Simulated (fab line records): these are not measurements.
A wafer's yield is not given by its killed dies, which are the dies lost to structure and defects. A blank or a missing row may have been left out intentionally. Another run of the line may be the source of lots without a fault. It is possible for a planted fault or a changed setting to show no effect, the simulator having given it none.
Comparing a struck lot with a sound one	flow nandHarc	14 steps out of a route of 1302
Sound: wafers L348.3, L348.5, L348.6. Wafers L356.1, L356.3, L356.6 were the ones struck. At the end, the cause is stated.
Per side, at each step with rows, come the tool, then ch with its chambers, and then its first start. Under that, the readings that differ: sound wafers	struck wafers	difference of the means	sigmas: that difference in standard deviations of wafers without a fault.
alike: a reading whose means differ by less than 2 such deviations, as well as words and numbers matching on both sides. not compared: withheld readings; readings where some wafer has no value; bounds like >300 that might hide an equal value; numbers whose values overlap and for which the record gives no deviation.
The two part at a step that has a row with sigmas, a row that says differs or no value, or rows on one side only. Numbers that have no deviation but don't overlap get no sigmas and don't part them. Lack of a reading on every wafer of one side parts them only where that side has two or more wafers.

first, 1 step without rows for these wafers: NHARC_P_M1_PRE_CLEAN_30 (time 30 s).
NHARC_P_M1_PVD_20: deposits TaN, target thk 5 nm, time 8.06 s.
  sound on pvdSputter-02; struck on pvdSputter-02
  alike: biasV, substrateTempC, throttleValvePct
NHARC_P_M1_PVD_21: deposits Cu, target thk 30 nm, time 20.49 s.
  sound on pvdSputter-02; struck on pvdSputter-02
  alike: substrateTempC, throttleValvePct
then, 2 steps without rows for these wafers: NHARC_P_M1_ECD_22 (material Cu, target thk 400 nm); NHARC_P_M1_ANNEAL_31 (time 90 s).
NHARC_P_M1_CMP_23: polishes, t overpolish 20 s, target thk 157.82 nm.
  sound on cmp-01 ch 0,1,2, day 8 08:54; struck on cmp-01 ch 0,1, day 11 20:48
  alike: motorCurrentA, slurryFilterDpKPa, timeToEndpointS
NHARC_P_M1_THK_MEAS_24: measures by xrf.
  sound on filmMetro-02, day 8 09:08; struck on filmMetro-01, day 11 21:05
  alike: thkNm
after that, 1 step had no rows for these wafers: NHARC_P_M1_SRD_25.
NHARC_P_M1_INSPECT_27:
  sound on defectInspect-02, day 8 09:17; struck on defectInspect-01, day 11 21:14
  alike: rawDefectCount
NHARC_P_M1_PRE_CLEAN_32: time 12 s.
  sound on pecvd-04 ch 0,1,2, day 8 09:21; struck on pecvd-03 ch 1,2, day 11 21:19
  alike: heaterPowerW
NHARC_P_M1_DEP_33: deposits SiCN, target thk 30 nm.
  sound on pecvd-04 ch 0,1,2, day 8 09:26; struck on pecvd-03 ch 1,2, day 11 21:23
  alike: heaterPowerW
NHARC_P_M2_DEP_00: deposits SiOC, target thk 182.5 nm.
  sound on pecvd-03 ch 0,2, day 8 09:51; struck on pecvd-02 ch 0,1,2, day 11 22:24
then, 1 step without rows for these wafers: NHARC_P_M2_DEHYDRATE_01 (time 120 s).
-- break in the record here, with 18 days between the starts of the struck wafers on either side (left off in module P_M2, picked up again in module END, where the first step shown is number 1302 on the route) --
NHARC_END_SORT_01:
  sound on prober-01 ch 0, day 25 10:31; struck on prober-01 ch 0, day 29 23:08
reading	sound	struck	difference	sigmas
defectLimitedYield (%)	88.5 92.3 89.1	0 0 0	-90	-37
killedAtPeriphery	3 5 6	634 648 637	+635	+99 or more
killedDies	78 52 74	677 677 677	+609	+38
sort_bin_2_pct (%)	4.0 3.4 4.1	95.4 97.2 96.5	+92.5	+93
sortNPass	599 625 603	0 0 0	-609	-38
sortRimYieldPct (%)	85 85 91	0 0 0	-87	-20
sortYieldPct (%)	88.5 92.3 89.1	0 0 0	-90	-37
  alike: killedAtArray, killedAtOther, killedOpen, killedShort, sort_bin_3_pct, sort_bin_4_pct

== WHERE THEY PART ==
NHARC_END_SORT_01 only, going by this record.

WHY: what had been put in by the simulator
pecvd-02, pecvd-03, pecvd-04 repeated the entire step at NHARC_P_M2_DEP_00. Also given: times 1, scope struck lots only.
